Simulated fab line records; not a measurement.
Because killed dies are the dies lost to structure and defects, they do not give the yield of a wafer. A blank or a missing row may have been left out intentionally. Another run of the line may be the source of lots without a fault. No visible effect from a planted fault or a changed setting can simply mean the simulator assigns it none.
A single fault, viewed from 2 desks -- flow nandHarc -- each desk has only its own numbers; what lay behind them comes last

== TOOL OWNER'S DESK, rieDiel-11 ==
The tool's own readings at NHARC_THIN_TSV_ETCH_44 (etches the open film in CF4/O2, target depth 1594.2 nm, time 797.1 s): means of the sampled wafers that have a number, for each lot that ran on this tool. Any lot whose mean is over 4 standard deviations away from the usual mean is out of limits and marked OUT; that distance is given in the brackets.
Columns: A = biasW at NHARC_THIN_TSV_ETCH_44, usual 800.1 W; B = drypumpMotorCurrentA at NHARC_THIN_TSV_ETCH_44, usual 5.65 A; C = oesProductAu at NHARC_THIN_TSV_ETCH_44, usual 0.999 a.u.; D = rfFwdPowerW at NHARC_THIN_TSV_ETCH_44, usual 299.5 W; E = rfVppV at NHARC_THIN_TSV_ETCH_44, usual 794 V; F = showerheadPlenumPTorr at NHARC_THIN_TSV_ETCH_44, usual 1.83 Torr; G = throttleValvePct at NHARC_THIN_TSV_ETCH_44, usual 16.913 %
lot,first seen here,A,B,C,D,E,F,G
L124,day 19 00:22,799.6,5.51,1.003,298.7,789,1.76,16.912
L127,day 19 17:29,797.6,5.57,0.996,300.5,789,1.76,16.912
L129,day 20 09:49,798.9,5.62,1.010,298.7,792,1.79,16.910
L137,day 23 00:40,800.2,5.58,0.921 (-8.0) OUT,258.9 (-46) OUT,790,1.76,16.915
Finding of this desk: L137 out of limits; the first was L137 at day 23 00:40, on oesProductAu at NHARC_THIN_TSV_ETCH_44. In limits: L124, L127, L129.

== FROM THE METROLOGY DESK ==
Lot by lot, what the gauges showed, no matter which tool ran the lot: averages of those sampled wafers that carry a number. Any lot whose mean is over 4 standard deviations away from the usual mean is out of limits and marked OUT; that distance is given in the brackets.
Columns: A = overlayXNm at NHARC_A_BONDPAD_OVL_MEAS_35, usual 1 nm; B = overlayYNm at NHARC_A_BONDPAD_OVL_MEAS_35, usual 4 nm
lot,first seen here,A,B
L124,day 18 06:04,-4,-0
L123,day 18 06:34,1,8
L125,day 18 15:40,3,-7
L126,day 18 15:56,0,0
L127,day 18 23:57,6,11
L128,day 19 10:02,-9,5
L129,day 19 16:44,14,2
L137,day 22 05:47,3,2
L140,day 22 19:34,-7,-3
L141,day 22 22:40,0,6
L142,day 23 05:19,3,0
L144,day 23 09:04,11,3
L145,day 23 19:34,-10,10
This desk found nothing out of limits on any of the 13 lots.

== TAKEN TOGETHER ==
On L137, at day 23 00:40, an alarm was possible from the tool owner's desk.
The metrology desk saw nothing out of limits.
The metrology desk holds a record of L137, inside its limits.
Of the lots named, all ran NHARC_THIN_TSV_ETCH_44 on rieDiel-11.

== WHAT THE SIMULATOR PUT IN ==
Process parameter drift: rieDiel-11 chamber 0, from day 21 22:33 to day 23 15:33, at NHARC_THIN_TSV_ETCH_44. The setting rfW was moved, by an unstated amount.
Shown lots that were struck: L137.
How many hours passed from the start of the fault until each desk's first out-of-limits reading: the tool owner's desk, 26.
